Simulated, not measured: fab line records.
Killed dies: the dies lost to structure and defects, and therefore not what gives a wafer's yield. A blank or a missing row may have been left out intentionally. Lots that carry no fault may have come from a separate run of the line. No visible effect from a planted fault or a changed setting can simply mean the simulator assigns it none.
Struck lot and sound lot, side by side ; flow n5 finfet ; 14 out of 1938 route steps
Sound: the wafers L238.2, L238.3, L238.6. Wafers L243.2, L243.4, L243.5 were the ones struck. Last of all comes the cause.
Order at every step that has rows: each side's tool, ch and its chambers, its first start. Under that, the readings that differ: sound wafers ; struck wafers ; difference of the means ; sigmas: that difference in standard deviations of wafers without a fault.
alike: words and numbers the same on both sides, and readings whose means are apart by under 2 such deviations; not compared: readings that were withheld, readings missing a value for some wafer, numbers with overlapping values and no deviation given by the record, and bounds like >300 which may hide the same value.
The two part at a step that has a row with sigmas, a row that says differs or no value, or rows on one side only. Numbers that have no deviation but don't overlap get no sigmas and don't part them. A reading missing from all wafers of one side parts the sides only when that side holds two or more wafers.

N5_PASSIVATION_ETCH_59: etches TaN in Cl2/BCl3, target depth 65 nm, time 34.9 s.
  sound on rie metal-02 ch 0,1, day 13 00:01; struck on rie metal-02 ch 0,1, day 14 05:01
  alike: chamber pressure mTorr, drypump motor current A, oes product au, throttle valve pct
  not compared: rf hours counter h
N5_PASSIVATION_STRIP_34: strips in O2.
  sound on rie diel-01 ch 0,1,2, day 13 00:16; struck on rie diel-05 ch 1,2, day 14 05:08
  alike: chamber pressure mTorr, drypump motor current A, oes product au, rf vpp V, showerhead plenum p Torr, temp c, throttle valve pct
  not compared: rf hours counter h
then, 4 steps without rows for these wafers: N5_PASSIVATION_STRIP_51 (strips in post etch residue remover, time 1200 s); N5_PASSIVATION_CLEAN_69 (cleans in IPA, time 180 s); N5_PASSIVATION_SRD_70 (time 30 s); N5_PASSIVATION_PECVD_53 (deposits SiO2 from TEOS/O2, target thk 800 nm, time 169.4 s).
N5_PASSIVATION_PECVD_35: deposits SiNx from SiH4/NH3/N2, target thk 700 nm, time 151.3 s.
  sound on pecvd-01 ch 0,1, day 13 00:53; struck on pecvd-01 ch 0,2, day 14 05:48
  alike: chamber pressure Torr, heater power w, showerhead plenum p Torr, throttle valve pct
  not compared: since wet clean h
then, 5 steps without rows for these wafers: N5_PASSIVATION_HMDS_37 (time 60 s); N5_PASSIVATION_COAT_38; N5_PASSIVATION_EBR_40; N5_PASSIVATION_SOFTBAKE_39 (time 120 s); N5_PASSIVATION_EXPOSE_41 (exposes mask PASS OPEN, defocus 0 nm, target cd 40000 nm).
N5_PASSIVATION_PEB_42:
  struck on litho track-05, day 14 06:10; sound on litho track-01 ch 0, day 13 01:12
reading;sound;struck;difference;sigmas
exhaust pa (Pa);44.2 44.6 45.9;- - -;no value on the struck wafers;
  not compared: chill plate temp C
then, 1 step without rows for these wafers: N5_PASSIVATION_DEVELOP_43 (develop time 60 s).

## WHERE THEY PART
Within this record, at N5_PASSIVATION_PEB_42 only.

WHY: what had been put in by the simulator
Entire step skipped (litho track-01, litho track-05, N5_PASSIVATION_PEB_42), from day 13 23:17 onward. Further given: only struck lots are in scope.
